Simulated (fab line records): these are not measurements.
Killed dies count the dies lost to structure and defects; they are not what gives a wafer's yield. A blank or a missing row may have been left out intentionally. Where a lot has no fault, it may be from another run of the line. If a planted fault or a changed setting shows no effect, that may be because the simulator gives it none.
Split-lot experiment -- flow n5Finfet -- on a route of 1938 steps: 7 lots, 21 wafers read

ABOUT THE SPLIT
At N5_HKMG_FIN_HK_ALD_01 (deposits HfO2, target thk 1.6 nm, pulse time 3 s, purge time 3 s), the setting aldCycles was moved away from the recipe's 30 on 6 of the 21 wafers read, by -13.3% to +13.3%. All remaining wafers had this setting at the recipe value.

FROM THE SPLIT TO THE READING: what the file shows between them, 6 steps
- N5_HKMG_FIN_ETCH_58: etches SOC in N2/H2, target depth 215.8 nm, time 741 s (also split here: sourceW)
- N5_HKMG_FIN_STRIP_93: strips SOC in N2/H2, time 20 s
- N5_HKMG_FIN_WET_ETCH_76: etches Al2O3 in dNH4OH, stops on La2O3, target depth 2.25 nm, rinse time 30 s
- N5_HKMG_FIN_STRIP_60: strips in N2/H2, time 360 s
- N5_HKMG_FIN_WET_ETCH_82: etches La2O3 in dHCl, stops on HfO2, target depth 2 nm, rinse time 30 s
- N5_HKMG_FIN_ALD_36: deposits TiN, target thk 1 nm, pulse time 1 s, purge time 3 s

THE READING
HK_THK, in nm, at N5_HKMG_FIN_THK_MEAS_70 (measures by xrf). On this fab line, fault-free wafers typically give 1.606 nm with a standard deviation of 0.02 nm.

wafer,"tool, chamber at the split",aldCycles as run,against the recipe,"HK_THK, nm",against lot-mates on the recipe
L078.1,"aldHk-03, 1",30,recipe,1.590,-
L078.3,"aldHk-03, 3,1",33,+10.0%,1.756,+0.166
L078.5,"aldHk-03, 3,1",33,+10.0%,1.734,+0.144
L081.1,"aldHk-03, 1,0",30,recipe,1.600,-
L081.2,"aldHk-03, 1,0",30,recipe,1.594,-
L081.5,"aldHk-03, 1",31,+3.3%,1.634,+0.037
L088.3,"aldHk-03, 2,2,1",30,recipe,1.607,-
L088.5,"aldHk-03, 2,2,1",30,recipe,1.632,-
L088.6,"aldHk-03, 2,2,1",30,recipe,1.601,-
L093.3,"aldHk-03, 2,0,1",30,recipe,1.604,-
L093.5,"aldHk-03, 2,0,1",30,recipe,1.610,-
L093.6,"aldHk-03, 2,0,1",30,recipe,1.605,-
L094.1,"aldHk-03, 0,1",30,recipe,1.590,-
L094.2,"aldHk-03, 0,1",30,recipe,1.578,-
L094.6,"aldHk-03, 0",34,+13.3%,1.853,+0.269
L096.1,"aldHk-03, 2",26,-13.3%,1.425,-0.198
L096.2,"aldHk-03, 0",30,recipe,1.625,-
L096.6,"aldHk-03, 0",30,recipe,1.620,-
L097.1,"aldHk-01, 2",33,+10.0%,1.749,+0.142
L097.2,"aldHk-01, 3,1",30,recipe,1.644,-
L097.5,"aldHk-01, 3,1",30,recipe,1.571,-
Where a row lists several chambers, the file gives one row for several wafers and doesn't say which wafer went through which chamber.

THE FIT
A straight line over all 21 wafers: HK_THK changes by +0.015 nm for each +1% of aldCycles; r = +0.97; the points scatter about the line by 0.022 nm.
The same after taking each lot's own level away (the mean of its wafers on the recipe; 21 wafers): +0.0162 nm for each +1%; r = +0.98; scatter 0.02 nm.
On that fit, the largest move of aldCycles shifts the reading by 0.22 nm.
The span of the lots' own levels, 1.5840 to 1.6225 nm, comes to 1.9 times the standard deviation stated above.
The two slopes are in agreement: the lot-to-lot level therefore moves the slope only a little.
Check: for one of the wafers moved furthest among these (+13.3%), held out of the fit, the line's prediction against its lot-mates is +0.198 nm. Against them it came out at +0.269 nm.

ADDITIONAL SPLITS CARRIED BY THESE WAFERS
These wafers also went through other splits before the reading. Each is held against what the fit with the lots' levels taken away leaves over:
other split on the same wafers,wafers away from the commonest value,r with HK_THK (lot level and that fit taken away)
N5_SD_EPI_N_DEVELOP_08 developTimeS,8,+0.11
N5_SD_EPI_P_EPI_21 epiGrowthTimeS,8,+0.26
N5_SD_ACTIVATION_LSA_01 tempC,7,-0.34
N5_HKMG_FIN_ETCH_58 sourceW,4,-0.01

THE FILE'S OWN FIT
HK_THK changes by +0.0164 nm for each +1% of aldCycles, r = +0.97.
